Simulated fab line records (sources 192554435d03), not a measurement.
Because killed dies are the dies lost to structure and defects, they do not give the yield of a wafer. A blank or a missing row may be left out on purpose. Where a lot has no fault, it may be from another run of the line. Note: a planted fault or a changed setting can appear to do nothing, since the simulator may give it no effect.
Split-lot experiment | flow n5-finfet | on a route of 1938 steps: 7 lots, 21 wafers read

THE SPLIT
At N5_BEOL_M15_COAT_22 (resist thk 800 nm), the setting spin-rpm was moved away from the recipe's 1704 rpm on 4 of the 21 wafers read, by +11.0% to +11.0%. For the rest of the wafers, this setting stayed at what the recipe calls for.

FROM THE SPLIT TO THE READING: what the file shows between them, 4 steps
- N5_BEOL_M15_EBR_24
- N5_BEOL_M15_SOFTBAKE_23: time 60 s
- N5_BEOL_M15_DESCUM_33: chemistry O2, time 7.9 s
- N5_BEOL_M15_ETCH_61: etches BARC in N2/H2, target depth 89 nm, overetch 26.7 nm, time 67.9 s

THE READING
coat_of_BEOL_M15_COAT_22.thk-nm (the simulator's own value, which no gauge read), in nm, at N5_BEOL_M15_TRENCH_ETCH_34 (etches SiO2 in C4F8/O2/Ar, target depth 872.93 nm, time 199 s). There is no usual value for it anywhere in the file. Average 543.5 nm, standard deviation 4.7 nm, over the 17 wafers here run with the recipe.

wafer  | tool, chamber at the split | spin-rpm as run, rpm | against the recipe | coat_of_BEOL_M15_COAT_22.thk-nm, nm | against lot-mates on the recipe
L074.2 | litho-track-04, 0          | 1704                 | recipe             | 545.2                               | -
L074.4 | litho-track-04, 0          | 1704                 | recipe             | 542.2                               | -
L074.6 | litho-track-04, 0          | 1704                 | recipe             | 540                                 | -
L076.1 | litho-track-03, 0          | 1704                 | recipe             | 552.2                               | -
L076.2 | litho-track-03, 0          | 1704                 | recipe             | 551.6                               | -
L076.4 | litho-track-03, 0          | 1704                 | recipe             | 546.2                               | -
L077.1 | litho-track-04, 0          | 1704                 | recipe             | 543.4                               | -
L077.2 | litho-track-04, 0          | 1892                 | +11.0%             | 501.2                               | -42.2
L077.6 | litho-track-04, 0          | 1892                 | +11.0%             | 497.2                               | -46.2
L085.1 | litho-track-04, 0          | 1704                 | recipe             | 538.6                               | -
L085.5 | litho-track-04, 0          | 1704                 | recipe             | 545.6                               | -
L085.6 | litho-track-04, 0          | 1704                 | recipe             | 538.4                               | -
L089.1 | litho-track-03, 0          | 1704                 | recipe             | 549.8                               | -
L089.3 | litho-track-03, 0          | 1704                 | recipe             | 542.8                               | -
L089.6 | litho-track-03, 0          | 1704                 | recipe             | 538.6                               | -
L096.1 | litho-track-02, 0          | 1704                 | recipe             | 536.6                               | -
L096.4 | litho-track-02, 0          | 1891                 | +11.0%             | 503                                 | -33.6
L096.5 | litho-track-02, 0          | 1891                 | +11.0%             | 499                                 | -37.6
L095.1 | litho-track-02, 0          | 1704                 | recipe             | 537.6                               | -
L095.2 | litho-track-02, 0          | 1704                 | recipe             | 546.2                               | -
L095.6 | litho-track-02, 0          | 1704                 | recipe             | 544.2                               | -

THE FIT
A straight line over all 21 wafers: coat_of_BEOL_M15_COAT_22.thk-nm changes by -3.94 nm for each +1% of spin-rpm; r = -0.97; the points scatter about the line by 4.5 nm.
The same after taking each lot's own level away (the mean of its wafers on the recipe; 21 wafers): -3.63 nm for each +1%; r = -0.98; scatter 3.7 nm.
According to that fit, moving spin-rpm by its largest amount changes the reading by 40 nm.
Measured against the standard deviation above, the lots' own levels, which go from 536.60 to 550.00 nm, span 2.9 times it.
Hence the lot-to-lot level has little effect on the slope; both slopes agree.
Check: for one of the wafers moved furthest among these (+11.0%), held out of the fit, the line's prediction against its lot-mates is -39.3 nm. Against them it came out at -42.2 nm.

FURTHER SPLITS ON THESE WAFERS
These wafers also went through other splits before the reading. Each is held against what the fit with the lots' levels taken away leaves over:
other split on the same wafers | wafers away from the commonest value | r with coat_of_BEOL_M15_COAT_22.thk-nm (lot level and that fit taken away)
N5_BEOL_M14_EXPOSE_07 dose-mj  | 8                                    | -0.13
N5_BEOL_M15_COAT_60 spin-rpm   | 9                                    | +0.10

THE WHOLE CHAIN: every reading that the file lists as answering this split, in the file's order
step                       | what it does                                                  | reading                                                                          | change (the file's fit)              | r (the file's)
N5_BEOL_M15_COAT_22        | resist thk 800 nm                                             | coat_of_BEOL_M15_COAT_22.thk-nm (the simulator's own value, which no gauge read) | -3.69 nm for each +1% of the setting | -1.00
N5_BEOL_M15_TRENCH_ETCH_34 | etches SiO2 in C4F8/O2/Ar, target depth 872.93 nm, time 199 s | coat_of_BEOL_M15_COAT_22.thk-nm (the simulator's own value, which no gauge read) | -3.63 nm for each +1% of the setting | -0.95

FILE'S OWN FIT
coat_of_BEOL_M15_COAT_22.thk-nm changes by -3.63 nm for each +1% of spin-rpm, r = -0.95.
